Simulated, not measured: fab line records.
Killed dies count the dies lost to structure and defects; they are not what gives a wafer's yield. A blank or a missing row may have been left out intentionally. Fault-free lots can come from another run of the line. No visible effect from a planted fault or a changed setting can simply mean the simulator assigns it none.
Comparing a struck lot with a sound one	flow nand harc	13 out of 1159 route steps
Sound: wafers L249.2, L249.3, L249.6. The struck wafers were L258.1, L258.4, L258.6. The cause comes at the end.
For every step that has rows: the tool of each side, followed by ch and its chambers, followed by its first start. Under that, the readings that differ: sound wafers	struck wafers	difference of the means	sigmas: that difference in standard deviations of wafers without a fault.
alike: same words and numbers on both sides, and readings whose means sit less than 2 such deviations apart. not compared: any withheld reading, any reading some wafer has no value for, any bound like >300 that may hide the same value, and any number with overlapping values for which the record gives no deviation.
Wherever a step has rows on one side only, a row that says differs or no value, or a row with sigmas, the two part there. Numbers that have no deviation but don't overlap get no sigmas and don't part them. Lack of a reading on every wafer of one side parts them only where that side has two or more wafers.

NHARC_A_ZERO_WELL_INSPECT_17:
  sound on defect inspect-01 at day 7 06:58; struck on defect inspect-02 at day 9 19:55
  alike: raw defect count
then, 3 steps without rows for these wafers: NHARC_A_SOURCE_PLATE_PRECLEAN_00 (cleans in HF-LAST, time 60 s); NHARC_A_SOURCE_PLATE_SRD_01; NHARC_A_SOURCE_PLATE_OXIDE_02 (material SiO2, target thk 10 nm, ox time 1362 s).
NHARC_A_SOURCE_PLATE_THK_MEAS_09: measures by ellipsometry.
  sound on film metro-01 at day 7 16:13; struck on film metro-01 at day 10 00:51
  alike: thk nm
then, 3 steps without rows for these wafers: NHARC_A_SOURCE_PLATE_PVD_04 (deposits WSi2, target thk 50 nm); NHARC_A_SOURCE_PLATE_CVD_03 (deposits poly-Si, target thk 200 nm, time 4000 s); NHARC_A_SOURCE_PLATE_ANNEAL_05 (time 1800 s).
NHARC_A_SOURCE_PLATE_THK_MEAS_06: measures by ellipsometry.
  sound on film metro-01 at day 8 05:39; struck on film metro-01 at day 10 14:22
  alike: thk nm
NHARC_A_SOURCE_PLATE_INSPECT_08:
  sound on defect inspect-02 at day 8 05:44; struck on defect inspect-01 at day 10 14:25
  alike: raw defect count
NHARC_A_ONON_D1_DEP_00: target thk 1000 nm.
  sound on pecvd onon-01 ch 0, day 8 05:52; struck on pecvd onon-02 ch 0, day 10 14:29
NHARC_A_ONON_D1_THK_MEAS_02: measures by ellipsometry.
  sound on film metro-01 at day 8 06:19; struck on film metro-02 at day 10 15:10
reading	sound	struck	difference	sigmas
thk nm (nm)	1000 999 999	745 743 743	-256	-30
  not compared: hold
-- record jumps: 12 days between struck wafers' starts before vs after; left off in module A_ONON_D1, resumes in module END, first step shown is number 1159 of the route --
NHARC_END_SORT_01:
  sound on prober-02 ch 0, day 19 19:52; struck on prober-02 ch 0, day 22 05:59
reading	sound	struck	difference	sigmas
hold	- - -	await dispo/3.5h/release await dispo/3.5h/release await dispo/3.5h/release	no value on the sound wafers	
killed at array	27 33 29	677 676 673	+646	+59
killed dies	34 39 32	677 677 677	+642	+58
  alike: killed at other, killed at periphery, killed open, killed short

== WHERE THEY PART ==
Last at NHARC_END_SORT_01 as far as this record goes, first at NHARC_A_ONON_D1_THK_MEAS_02.

WHY: the cause the simulator had injected
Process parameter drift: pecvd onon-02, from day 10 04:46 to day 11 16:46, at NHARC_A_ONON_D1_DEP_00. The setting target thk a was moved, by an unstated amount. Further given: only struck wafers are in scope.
